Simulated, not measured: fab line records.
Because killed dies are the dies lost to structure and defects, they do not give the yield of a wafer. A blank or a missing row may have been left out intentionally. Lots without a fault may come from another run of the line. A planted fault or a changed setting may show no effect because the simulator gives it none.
A lot that was struck, set against a sound lot + flow n5-finfet + 16 out of 1938 route steps
Sound: wafers L232.1, L232.2, L232.6. Struck: wafers L230.1, L230.3, L230.5. The cause is given at the end.
Order at every step that has rows: each side's tool, ch and its chambers, its first start. Under that, the readings that differ: sound wafers + struck wafers + difference of the means + sigmas: that difference in standard deviations of wafers without a fault.
alike: readings with means less than 2 such deviations apart, plus words and numbers identical on both sides. not compared: withheld readings, readings lacking a value on some wafer, bounds such as >300 that could conceal the same value, and numbers that have no deviation in the record and whose values overlap.
The two part at a step that has a row with sigmas, a row that says differs or no value, or rows on one side only. When numbers do not overlap yet have no deviation, they are printed without sigmas and do not part them. Lack of a reading on every wafer of one side parts them only where that side has two or more wafers.

first, 1 step without rows for these wafers: N5_BEOL_M3_PRE_CLEAN_45 (time 30 s).
N5_BEOL_M3_ALD_84: deposits TaN, pulse time 2 s, purge time 3 s, co reactant purge time 2 s.
  sound on ald-metal-02 ch 0,2,3, day 11 14:14; struck on ald-metal-03 ch 0,1,3, day 11 00:50
  alike: heater-power-w
then, 4 steps without rows for these wafers: N5_BEOL_M3_SURFACE_TREAT_85; N5_BEOL_M3_CVD_47 (deposits Co from CCTBA/H2, target thk 3 nm, time 223.8 s); N5_BEOL_M3_SPUTTER_48 (material Cu, target thk 4.5 nm, time 8.29 s); N5_BEOL_M3_ANNEAL_49 (time 240 s).
N5_BEOL_M3_SPUTTER_79: material Cu, target thk 4.5 nm, time 8.29 s.
  sound on pvd-sputter-03, day 11 16:16; struck on pvd-sputter-01, day 11 03:16
  alike: chamber-pressure-pa, chuck-gas-flow-sccm, chuck-sensor-temp-C, throttle-valve-pct
then, 2 steps without rows for these wafers: N5_BEOL_M3_ANNEAL_80 (time 240 s); N5_BEOL_M3_SPUTTER_81 (material Cu, target thk 4.5 nm, time 8.29 s).
N5_BEOL_M3_ANNEAL_82: time 240 s.
  sound on pvd-sputter-03, day 11 16:34; struck on pvd-sputter-01, day 11 03:34
  alike: heater-power-w, susceptor_temp_C_max
N5_BEOL_M3_SPUTTER_86: material Cu, target thk 4.5 nm, time 8.29 s.
  sound on pvd-sputter-03, day 11 16:43; struck on pvd-sputter-01, day 11 03:42
  alike: chamber-pressure-pa, chuck-gas-flow-sccm, chuck-sensor-temp-C, throttle-valve-pct
N5_BEOL_M3_ANNEAL_87: time 240 s.
  sound on pvd-sputter-03, day 11 16:47; struck on pvd-sputter-01, day 11 03:47
  alike: heater-power-w, susceptor_temp_C_max
N5_BEOL_M3_SPUTTER_88: material Cu, target thk 4.5 nm, time 8.29 s.
  sound on pvd-sputter-03, day 11 16:56; struck on pvd-sputter-01, day 11 03:55
  no value came back on the struck wafers for chamber-pressure-pa (Pa), chuck-gas-flow-sccm (sccm), chuck-sensor-temp-C (C), throttle-valve-pct (%); on the sound wafers chamber-pressure-pa (Pa) reads 0.06994 0.07011 0.06999
then, 1 step without rows for these wafers: N5_BEOL_M3_ANNEAL_89 (time 240 s).
N5_BEOL_M4_RC_MEAS_101:
  sound on prober-01 ch 0, day 12 07:08; struck on prober-02 ch 0, day 11 21:31
  alike: DIBL_N, DIBL_P, IOFF_N, IOFF_P, ION_N, ION_P, SS_N, SS_P, VT_N, VT_P
-- here the record skips 5 days between the struck wafers' starts before and after, leaving off in module BEOL_M4 and picking up in module PASSIVATION (first step shown: number 1936 of the route) --
N5_PASSIVATION_PROBE_49:
  sound on prober-01, day 16 13:35; struck on prober-02, day 16 10:06
  alike: defect-limited-yield, killed_at_M0_to_M3, killed_at_M4_up, killed-at-contacts, killed-at-front-end, killed-at-other, killed-dies, killed-open, killed-short, sort_bin_5_function, sort_bin_6_memory, sort-n-pass, sort-yield-pct

## WHERE THEY PART
Only at N5_BEOL_M3_SPUTTER_88, within this record. Later steps at which nothing parts them and some readings are alike: N5_BEOL_M4_RC_MEAS_101, N5_PASSIVATION_PROBE_49.

WHY: the cause the simulator had injected
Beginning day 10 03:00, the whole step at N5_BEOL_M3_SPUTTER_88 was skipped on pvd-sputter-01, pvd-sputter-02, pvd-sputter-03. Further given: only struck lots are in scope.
